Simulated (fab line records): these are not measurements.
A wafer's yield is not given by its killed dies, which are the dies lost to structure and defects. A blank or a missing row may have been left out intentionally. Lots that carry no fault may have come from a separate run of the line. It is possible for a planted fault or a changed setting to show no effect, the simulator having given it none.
Split-lot study :: flow n5_finfet :: route with 1938 steps; 7 lots, 21 wafers read

SPLIT DETAILS
At N5_BEOL_M15_TRENCH_ETCH_34 (etches SiO2 in C4F8/O2/Ar, target depth 872.93 nm, time 199 s), the setting time_s was moved away from the recipe's 199 s on 6 of the 21 wafers read, by -13.2% to +21.1%. The other wafers ran this setting at the recipe's value.

FROM THE SPLIT TO THE READING: what the file shows between them, 7 steps
- N5_BEOL_M15_STRIP_36: strips in O2
- N5_BEOL_M15_ECD_47: material Cu, target thk 1860 nm
- N5_BEOL_M15_ANNEAL_48: time 90 s
- N5_BEOL_M15_CMP_49: polishes, stops on SiO2, t overpolish 4.9 s, target thk 850 nm
- N5_BEOL_M15_THK_MEAS_50: measures by xrf
- N5_BEOL_M15_PRE_CLEAN_52: time 15 s
- N5_BEOL_M15_DEP_53: deposits SiCN from 3MS/NH3, target thk 50 nm, time 17.8 s

THE READING
Measured at N5_BEOL_M15_RS_MEAS_54 by four-point probe: M15_RS, in ohm/sq. Fault-free wafers of this fab line usually give 0.0216 ohm/sq, standard deviation 0.00036 ohm/sq.

wafer: L076.1
tool, chamber at the split: rie_diel-05, 3
time_s as run, s: 199
against the recipe: recipe
M15_RS, ohm/sq: 0.0219
against lot-mates on the recipe: -

wafer: L076.2
tool, chamber at the split: rie_diel-05, 0
time_s as run, s: 199
against the recipe: recipe
M15_RS, ohm/sq: 0.0214
against lot-mates on the recipe: -

wafer: L076.4
tool, chamber at the split: rie_diel-05, 1
time_s as run, s: 199
against the recipe: recipe
M15_RS, ohm/sq: 0.0221
against lot-mates on the recipe: -

wafer: L075.1
tool, chamber at the split: rie_diel-05, 0
time_s as run, s: 199
against the recipe: recipe
M15_RS, ohm/sq: 0.0213
against lot-mates on the recipe: -

wafer: L075.3
tool, chamber at the split: rie_diel-05, 3
time_s as run, s: 199
against the recipe: recipe
M15_RS, ohm/sq: 0.0217
against lot-mates on the recipe: -

wafer: L075.5
tool, chamber at the split: rie_diel-05, 3
time_s as run, s: 178.2
against the recipe: -10.5%
M15_RS, ohm/sq: 0.0246
against lot-mates on the recipe: +0.0031

wafer: L079.1
tool, chamber at the split: rie_diel-05, 0
time_s as run, s: 199
against the recipe: recipe
M15_RS, ohm/sq: 0.0212
against lot-mates on the recipe: -

wafer: L079.2
tool, chamber at the split: rie_diel-05, 2
time_s as run, s: 199
against the recipe: recipe
M15_RS, ohm/sq: 0.0211
against lot-mates on the recipe: -

wafer: L079.4
tool, chamber at the split: rie_diel-05, 3
time_s as run, s: 241
against the recipe: +21.1%
M15_RS, ohm/sq: 0.0178
against lot-mates on the recipe: -0.0034

wafer: L084.4
tool, chamber at the split: rie_diel-05, 3
time_s as run, s: 221.9
against the recipe: +11.5%
M15_RS, ohm/sq: 0.0195
against lot-mates on the recipe: -0.0027

wafer: L084.5
tool, chamber at the split: rie_diel-05, 3
time_s as run, s: 199
against the recipe: recipe
M15_RS, ohm/sq: 0.0222
against lot-mates on the recipe: -

wafer: L084.6
tool, chamber at the split: rie_diel-05, 2
time_s as run, s: 221.9
against the recipe: +11.5%
M15_RS, ohm/sq: 0.0191
against lot-mates on the recipe: -0.0031

wafer: L088.1
tool, chamber at the split: rie_diel-01, 1
time_s as run, s: 172.7
against the recipe: -13.2%
M15_RS, ohm/sq: 0.0244
against lot-mates on the recipe: +0.0024

wafer: L088.2
tool, chamber at the split: rie_diel-01, 2
time_s as run, s: 172.7
against the recipe: -13.2%
M15_RS, ohm/sq: 0.0250
against lot-mates on the recipe: +0.0030

wafer: L088.4
tool, chamber at the split: rie_diel-01, 3
time_s as run, s: 199
against the recipe: recipe
M15_RS, ohm/sq: 0.0220
against lot-mates on the recipe: -

wafer: L094.1
tool, chamber at the split: rie_diel-05, 0
time_s as run, s: 199
against the recipe: recipe
M15_RS, ohm/sq: 0.0216
against lot-mates on the recipe: -

wafer: L094.5
tool, chamber at the split: rie_diel-05, 1
time_s as run, s: 199
against the recipe: recipe
M15_RS, ohm/sq: 0.0219
against lot-mates on the recipe: -

wafer: L094.6
tool, chamber at the split: rie_diel-05, 0
time_s as run, s: 199
against the recipe: recipe
M15_RS, ohm/sq: 0.0215
against lot-mates on the recipe: -

wafer: L096.1
tool, chamber at the split: rie_diel-05, 0
time_s as run, s: 199
against the recipe: recipe
M15_RS, ohm/sq: 0.0215
against lot-mates on the recipe: -

wafer: L096.4
tool, chamber at the split: rie_diel-05, 3
time_s as run, s: 199
against the recipe: recipe
M15_RS, ohm/sq: 0.0215
against lot-mates on the recipe: -

wafer: L096.6
tool, chamber at the split: rie_diel-05, 3
time_s as run, s: 199
against the recipe: recipe
M15_RS, ohm/sq: 0.0214
against lot-mates on the recipe: -

THE FIT
A straight line over all 21 wafers: M15_RS changes by -0.000212 ohm/sq for each +1% of time_s; r = -0.97; the points scatter about the line by 0.00038 ohm/sq.
The same after taking each lot's own level away (the mean of its wafers on the recipe; 21 wafers): -0.000207 ohm/sq for each +1%; r = -0.97; scatter 0.00041 ohm/sq.
According to that fit, moving time_s by its largest amount changes the reading by 0.0044 ohm/sq.
From 0.02115 to 0.02220 ohm/sq: that is the span of the lots' own levels, equal to 2.9 times the standard deviation above.
Consequently the slope shifts little with the lot-to-lot level, the two slopes agreeing.
Check: for one of the wafers moved furthest among these (+21.1%), held out of the fit, the line's prediction against its lot-mates is -0.00502 ohm/sq. Against them it came out at -0.00335 ohm/sq.

THE OTHER SPLITS THESE WAFERS WENT THROUGH
Before the reading, these wafers also passed through other splits. Each is held against what the fit with the lots' levels taken away leaves over:
other split on the same wafers: N5_BEOL_M14_EXPOSE_25 dose_mj
wafers away from the commonest value: 6
r with M15_RS (lot level and that fit taken away): +0.28

other split on the same wafers: N5_BEOL_M14_ETCH_68 time_s
wafers away from the commonest value: 7
r with M15_RS (lot level and that fit taken away): -0.43

other split on the same wafers: N5_BEOL_M15_PEB_26 peb_time_s
wafers away from the commonest value: 4
r with M15_RS (lot level and that fit taken away): +0.01

THE WHOLE CHAIN: every reading that the file lists as answering this split, in the file's order
step: N5_BEOL_M15_TRENCH_ETCH_34
what it does: etches SiO2 in C4F8/O2/Ar, target depth 872.93 nm, time 199 s
reading: etch.depth_nm (the simulator's own value, which no gauge read)
change (the file's fit): +8.21 nm for each +1% of the setting
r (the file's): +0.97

step: N5_BEOL_M15_TRENCH_ETCH_34
what it does: etches SiO2 in C4F8/O2/Ar, target depth 872.93 nm, time 199 s
reading: coat_of_BEOL_M15_COAT_22.thk_nm (the simulator's own value, which no gauge read)
change (the file's fit): -1.62 nm for each +1% of the setting
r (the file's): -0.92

step: N5_BEOL_M15_CMP_49
what it does: polishes, stops on SiO2, t overpolish 4.9 s, target thk 850 nm
reading: Cu_of_BEOL_M15_ECD_47.thk_nm (the simulator's own value, which no gauge read)
change (the file's fit): +8.25 nm for each +1% of the setting
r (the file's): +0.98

step: N5_BEOL_M15_THK_MEAS_50
what it does: measures by xrf
reading: M15_THK
change (the file's fit): +8.27 for each +1% of the setting
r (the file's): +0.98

step: N5_BEOL_M15_RS_MEAS_54
what it does: measures by four-point-probe
reading: M15_RS
change (the file's fit): -0.000199 for each +1% of the setting
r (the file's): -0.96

THE FILE'S OWN FIT
M15_RS changes by -0.000199 ohm/sq for each +1% of time_s, r = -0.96.
